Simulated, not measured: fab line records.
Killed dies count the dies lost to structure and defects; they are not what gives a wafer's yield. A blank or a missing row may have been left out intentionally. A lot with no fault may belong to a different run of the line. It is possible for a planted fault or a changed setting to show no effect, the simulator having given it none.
Which of the tools did it? | flow n5 finfet | Sampling: 9 lots, 27 wafers, 6 of 1938 route steps

== WHAT EACH GAUGE READ, for each wafer ==
N5_MOL_CONTACT_COAG_INSPECT_97: inspects for defects (darkfield). Usual: raw defect count 43, standard deviation 15.
lot  | measured     | on                | raw defect count | flag
L607 | day 5 18:36  | defect inspect-02 | 27 41 74         |
L610 | day 6 08:45  | defect inspect-01 | 64 52 39         |
L612 | day 6 23:33  | defect inspect-02 | 49 24 49         |
L614 | day 7 17:24  | defect inspect-02 | 32 39 30         |
L618 | day 8 10:45  | defect inspect-02 | 40 22 29         |
L620 | day 9 00:32  | defect inspect-02 | 42 47 31         |
L624 | day 9 19:33  | defect inspect-02 | 55 26 41         |
L628 | day 10 21:35 | defect inspect-01 | 48 49 58         |
L629 | day 11 01:23 | defect inspect-01 | 27 39 45         |

N5_BEOL_M0_SAQP_THK_MEAS_05. Usual: thk nm 59.8 nm, standard deviation 0.82.
lot  | measured     | on            | thk nm (nm)    | flag
L607 | day 5 19:35  | film metro-01 | 59.3 60.0 60.3 |
L610 | day 6 10:05  | film metro-02 | 58.8 58.9 59.6 |
L612 | day 7 03:46  | film metro-01 | 59.7 59.7 60.4 |
L614 | day 7 20:11  | film metro-02 | 59.1 59.6 61.1 |
L618 | day 8 14:02  | film metro-01 | 59.6 59.7 61.2 |
L620 | day 9 02:41  | film metro-02 | 59.1 59.5 59.6 |
L624 | day 9 21:10  | film metro-01 | 57.7 58.5 58.2 |
L628 | day 11 01:17 | film metro-02 | 58.3 58.5 60.2 |
L629 | day 11 02:18 | film metro-02 | 59.5 61.2 60.8 |

N5_BEOL_M4_RC_MEAS_101. Usual: DIBL_N 36.8 mV/V, standard deviation 1.9; DIBL_P 36.5 mV/V, standard deviation 2.1; IOFF_N 0.17 nA/um, standard deviation 0.038; IOFF_P 0.22 nA/um, standard deviation 0.039; ION_N 675 uA/um, standard deviation 12; ION_P 463 uA/um, standard deviation 7.4; SS_N 71.6 mV/dec, standard deviation 0.71; SS_P 73.4 mV/dec, standard deviation 0.72; VT_N 249 mV, standard deviation 3.3; VT_P -250 mV, standard deviation 3.3.
lot  | measured     | on        | DIBL_N (mV/V)  | DIBL_P (mV/V)  | IOFF_N (nA/um) | IOFF_P (nA/um) | ION_N (uA/um) | ION_P (uA/um) | SS_N (mV/dec)  | SS_P (mV/dec)  | VT_N (mV)   | VT_P (mV)      | flag
L607 | day 8 19:52  | prober-01 | 35.5 37.5 36.2 | 34.9 37.1 35.7 | 0.16 0.19 0.16 | 0.21 0.25 0.21 | 679 686 690   | 461 467 466   | 71.2 71.8 71.1 | 73.1 72.9 73.1 | 246 245 247 | -249 -244 -245 |
L610 | day 9 05:13  | prober-01 | 34.9 35.7 32.1 | 33.1 34.4 30.7 | 0.12 0.13 0.10 | 0.15 0.16 0.13 | 653 665 645   | 449 455 447   | 71.0 71.1 70.5 | 72.1 72.6 72.0 | 254 255 255 | -257 -255 -255 |
L612 | day 10 21:26 | prober-02 | 33.6 36.5 37.0 | 33.0 35.9 37.0 | 0.12 0.16 0.17 | 0.16 0.20 0.21 | 654 667 657   | 458 456 452   | 70.5 71.6 71.3 | 72.4 73.9 74.4 | 253 250 249 | -254 -252 -250 |
L614 | day 10 19:06 | prober-02 | 39.0 38.3 37.9 | 39.6 36.4 38.0 | 0.23 0.20 0.19 | 0.31 0.22 0.25 | 690 682 688   | 478 459 473   | 72.3 71.7 71.8 | 73.2 72.7 73.6 | 242 248 246 | -245 -250 -247 |
L618 | day 11 22:47 | prober-01 | 35.2 40.4 34.9 | 34.2 39.5 35.6 | 0.15 0.26 0.14 | 0.18 0.29 0.21 | 670 674 678   | 458 458 480   | 70.6 72.3 70.3 | 72.4 73.7 72.1 | 249 245 250 | -252 -247 -248 |
L620 | day 12 23:21 | prober-01 | 39.0 34.7 41.0 | 37.3 34.8 40.3 | 0.23 0.14 0.31 | 0.27 0.23 0.33 | 668 682 682   | 461 480 470   | 73.2 70.9 72.9 | 73.8 73.4 75.1 | 247 251 242 | -244 -248 -243 |
L624 | day 14 01:32 | prober-01 | 41.5 37.3 36.6 | 43.1 37.8 36.4 | 0.26 0.15 0.14 | 0.28 0.19 0.17 | 693 673 672   | 473 458 455   | 73.3 71.5 71.4 | 75.2 74.0 73.0 | 244 253 254 | -251 -255 -256 |
L628 | day 15 01:47 | prober-02 | 38.5 41.7 36.9 | 38.1 40.6 34.9 | 0.20 0.28 0.16 | 0.25 0.31 0.20 | 698 685 680   | 472 470 465   | 72.2 72.6 71.7 | 73.8 74.5 73.5 | 244 242 250 | -247 -245 -251 |
L629 | day 14 21:04 | prober-01 | 36.3 36.0 35.1 | 35.6 34.3 33.1 | 0.14 0.12 0.12 | 0.21 0.19 0.18 | 661 661 654   | 463 462 457   | 71.8 70.5 70.5 | 72.3 72.2 72.3 | 252 254 254 | -248 -251 -250 |

== WHICH TOOL RAN EACH LOT (tool, then ch and the chambers of the sampled wafers, then the start) ==
lot  | N5_BEOL_M0_SAQP_PECVD_03        | N5_BEOL_M0_SAQP_PECVD_96        | N5_BEOL_M0_ETCH_128
L607 | pecvd-02 ch 0,1,2, day 5 19:23  | pecvd-02 ch 0,1,2, day 5 19:25  | rie diel-04 ch 0,1,3, day 6 08:43
L610 | pecvd-02 ch 0,1,2, day 6 09:52  | pecvd-02 ch 0,1,2, day 6 09:54  | rie diel-01 ch 0,2,3, day 6 19:37
L612 | pecvd-04 ch 0,1, day 7 03:34    | pecvd-04 ch 0,1, day 7 03:35    | rie diel-04 ch 0,1,3, day 7 12:43
L614 | pecvd-04 ch 0,2, day 7 19:59    | pecvd-04 ch 0,2, day 7 20:01    | rie diel-03 ch 0,1,2, day 8 05:20
L618 | pecvd-02 ch 0,1, day 8 13:50    | pecvd-02 ch 0,1, day 8 13:52    | rie diel-01 ch 0,1,2, day 8 22:58
L620 | pecvd-04 ch 0,2, day 9 02:29    | pecvd-04 ch 0,2, day 9 02:31    | rie diel-04 ch 0,3, day 9 13:00
L624 | pecvd-04 ch 0,1,2, day 9 20:58  | pecvd-04 ch 0,1,2, day 9 20:59  | rie diel-03 ch 0,2,3, day 10 04:08
L628 | pecvd-02 ch 0,1,2, day 11 01:04 | pecvd-02 ch 0,1,2, day 11 01:06 | rie diel-03 ch 2,3, day 11 08:52
L629 | pecvd-01 ch 0,1,2, day 11 02:05 | pecvd-01 ch 0,1,2, day 11 02:07 | rie diel-03 ch 0,1,3, day 11 09:08
- N5_BEOL_M0_SAQP_PECVD_03: deposits SiCN from 3MS/NH3, target thk 12 nm, time 21.1 s.
- N5_BEOL_M0_SAQP_PECVD_96: deposits a-Si from SiH4/He, target thk 45 nm, time 45.2 s.
- N5_BEOL_M0_ETCH_128: etches SiCN in CF4/N2, target depth 12 nm, overetch 5.1 nm, time 21.4 s.

== AS READ BY THE TOOLS THEMSELVES (means over the sampled wafers that have a number; for cases with no such wafer, the mark the record gives instead) ==
N5_BEOL_M0_SAQP_PECVD_03. Usual: run length s 51.0 s, standard deviation 0.54; showerhead plenum p Torr 3.658 Torr, standard deviation 0.013; throttle valve pct 9.2 %, standard deviation 0.45.
lot  | tool     | run length s (s) | showerhead plenum p Torr (Torr) | throttle valve pct (%) | flag
L607 | pecvd-02 | 50.9             | 3.664                           | 9.1                    |
L610 | pecvd-02 | 50.8             | 3.659                           | 9.1                    |
L612 | pecvd-04 | 51.2             | 3.635                           | 9.1                    |
L614 | pecvd-04 | 51.1             | 3.639                           | 9.2                    |
L618 | pecvd-02 | 50.7             | 3.659                           | 9.1                    |
L620 | pecvd-04 | 51.0             | 3.641                           | 9.1                    |
L624 | pecvd-04 | 51.1             | 3.648                           | 9.2                    |
L628 | pecvd-02 | 53.1             | 3.660                           | 8.9                    | OFF
L629 | pecvd-01 | 50.7             | 3.672                           | 9.3                    |

N5_BEOL_M0_SAQP_PECVD_96. Usual: heater power w 614 W, standard deviation 67; run length s 81.0 s, standard deviation 0.52; showerhead plenum p Torr 5.64 Torr, standard deviation 0.048; throttle valve pct 18.4 %, standard deviation 0.87.
lot  | tool     | heater power w (W) | run length s (s) | showerhead plenum p Torr (Torr) | throttle valve pct (%) | flag
L607 | pecvd-02 | 579                | 80.6             | 5.65                            | 18.2                   |
L610 | pecvd-02 | 566                | 80.9             | 5.65                            | 18.1                   |
L612 | pecvd-04 | 622                | 80.5             | 5.55                            | 18.5                   |
L614 | pecvd-04 | 616                | 81.2             | 5.57                            | 18.5                   |
L618 | pecvd-02 | 536                | 81.1             | 5.64                            | 18.2                   |
L620 | pecvd-04 | 638                | 80.9             | 5.57                            | 18.3                   |
L624 | pecvd-04 | 603                | 81.3             | 5.60                            | 18.6                   |
L628 | pecvd-02 | 631                | 80.9             | 5.64                            | 17.9                   |
L629 | pecvd-01 | 680                | 80.8             | 5.68                            | 18.5                   |

N5_BEOL_M0_ETCH_128. Usual: drypump motor current A 5.50 A, standard deviation 0.29; oes product au 0.54 a.u., standard deviation 0.064; rf vpp V 381.9 V, standard deviation 1.8; showerhead plenum p Torr 2.19 Torr, standard deviation 0.072; throttle valve pct 15.35 %, standard deviation 0.21.
lot  | tool        | drypump motor current A (A) | oes product au (a.u.) | rf vpp V (V) | showerhead plenum p Torr (Torr) | throttle valve pct (%) | flag
L607 | rie diel-04 | 5.55                        | 0.50                  | 380.7        | 2.17                            | 15.40                  |
L610 | rie diel-01 | 5.46                        | 0.55                  | 382.3        | 2.18                            | 15.37                  |
L612 | rie diel-04 | 5.55                        | 0.51                  | 381.0        | 2.17                            | 15.44                  |
L614 | rie diel-03 | 5.54                        | 0.59                  | 384.0        | 2.29                            | 15.29                  |
L618 | rie diel-01 | 5.57                        | 0.49                  | 380.5        | 2.15                            | 15.49                  |
L620 | rie diel-04 | 5.43                        | 0.50                  | 381.5        | 2.18                            | 15.44                  |
L624 | rie diel-03 | 5.39                        | 0.60                  | 383.8        | 2.28                            | 15.18                  |
L628 | rie diel-03 | 5.10                        | 0.63                  | 384.0        | 2.30                            | 15.40                  |
L629 | rie diel-03 | 5.70                        | 0.61                  | 382.8        | 2.24                            | 15.19                  |

== THE ANSWER, worked out from the rows above alone ==
Rule: lot off if the mean of its wafers having a number is beyond 3 standard deviations from the usual mean. Also off: a lot with no number at a reading for which 4 or more lots have one. Any other lot the step has rows for is counted as sound. After the gauges, taken in route order, come the tools' own readings; for these a lot's mean is taken, as printed above. The first step at which some lot is off is used, and at that step the reading that is off furthest; a lot without a number counts as furthest.
Off at N5_BEOL_M0_SAQP_PECVD_03 (run length s): L628.
If a tool, at that step or one of the process steps before it, ran each lot that is off and ran no sound lot following the first of them, it fits. One candidate fits, namely pecvd-02 at N5_BEOL_M0_SAQP_PECVD_03. Its last sound lot is L618 (day 8 13:50), its first lot that is off L628 (day 11 01:04): a fault that began between those two fits.
The tool's own readings at N5_BEOL_M0_SAQP_PECVD_03 bear it out: on the lots that are off they differ by more than 5 times the standard deviation of the sound lots' means. run length s reads 53.1 s there against 50.9 s on the sound lots.

== WHAT WAS PUT IN BY THE SIMULATOR ==
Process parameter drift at N5_BEOL_M0_SAQP_PECVD_03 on pecvd-02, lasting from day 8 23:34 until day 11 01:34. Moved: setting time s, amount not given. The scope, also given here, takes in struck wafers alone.
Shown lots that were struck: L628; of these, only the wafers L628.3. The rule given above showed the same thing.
